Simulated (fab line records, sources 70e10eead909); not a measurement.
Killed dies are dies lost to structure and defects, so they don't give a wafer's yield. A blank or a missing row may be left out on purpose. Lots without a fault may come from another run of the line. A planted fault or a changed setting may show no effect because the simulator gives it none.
Chamber matching | flow nand_harc | NHARC_A_STAIRCASE_DESCUM_252 on rie_diel-08: 4 sister chambers
The step chemistry O2, time 3 s. 4 wafers are shown with their chamber, then 12 later ones without.

WAFERS WITH THEIR CHAMBER
wafer  | chamber | showerhead_plenum_p_Torr (Torr)
L089.3 | 1       | 1.96
L090.6 | 3       | 1.86
L091.1 | 0       | 1.99
L091.6 | 2       | 1.82

WAFERS WITHOUT THEIR CHAMBER
wafer  | showerhead_plenum_p_Torr (Torr)
L088.3 | 1.86
L088.4 | 1.82
L088.5 | 1.86
L095.1 | 1.99
L095.5 | 1.81
L095.6 | 1.85
L093.1 | 1.81
L093.2 | 1.99
L093.4 | 1.96
L097.3 | 1.81
L097.5 | 1.95
L097.6 | 1.99

WHICH CHAMBER EACH WENT THROUGH
wafer  | from the rows above | in truth
L088.3 | 3                   | 3
L088.4 | 2                   | 2
L088.5 | 3                   | 3
L095.1 | 0                   | 0
L095.5 | 2                   | 2
L095.6 | 3                   | 3
L093.1 | 2                   | 2
L093.2 | 0                   | 0
L093.4 | 1                   | 1
L097.3 | 2                   | 2
L097.5 | 1                   | 1
L097.6 | 0                   | 0
Placed correctly: 12 of 12. Can't be placed from these rows: 0. Placed wrongly: 0.
How it was worked out, from the rows above alone: a wafer's distance from a chamber is the root of the sum, over the readings, of the square of ((its reading less the chamber's mean) divided by the reading's scatter). The wafer belongs to the nearest chamber; if the next one is less than 2 further off, it can't be placed. A chamber's mean is the mean of its shown wafers. The scatter: with one shown wafer a chamber, the root of the mean of the squares of how far each hidden wafer lies from its nearest shown one.
